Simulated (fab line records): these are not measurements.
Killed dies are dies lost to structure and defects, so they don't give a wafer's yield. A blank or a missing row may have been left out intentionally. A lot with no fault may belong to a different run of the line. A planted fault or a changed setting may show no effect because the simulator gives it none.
Matching of chambers ; flow n5 finfet ; N5_FIN_SAQP_STRIP_55 on rie diel-01: 4 sister chambers
The step strips in N2/H2. 4 wafers are shown with their chamber, then 9 later ones without.

WAFERS WITH THEIR CHAMBER
wafer;chamber;drypump motor current A (A)
L080.6;2;5.6
L085.5;3;5.7
L088.3;1;6.1
L088.5;0;5.2

WAFERS WHOSE CHAMBER IS MISSING
wafer;drypump motor current A (A)
L089.1;5.2
L089.5;5.2
L089.6;5.7
L091.2;5.6
L091.3;5.7
L091.4;5.1
L095.2;5.7
L095.3;5.5
L095.6;5.7

THE CHAMBER EACH PASSED THROUGH
wafer;from the rows above;in truth
L089.1;0;0
L089.5;0;0
L089.6;3;3
L091.2;2;2
L091.3;3;3
L091.4;0;0
L095.2;3;3
L095.3;2;2
L095.6;3;3
Correct placement for 9 of the 9. Left unplaced by these rows: 0. Wrongly placed: 0.
How it was worked out, from the rows above alone: a wafer's distance from a chamber is the root of the sum, over the readings, of the square of ((its reading less the chamber's mean) divided by the reading's scatter). The wafer belongs to the nearest chamber; if the next one is less than 2 further off, it can't be placed. The mean given for a chamber averages the wafers shown for that chamber. The scatter (one wafer shown for each chamber): square how far every hidden wafer sits from the nearest shown wafer, average those squares and take the square root.
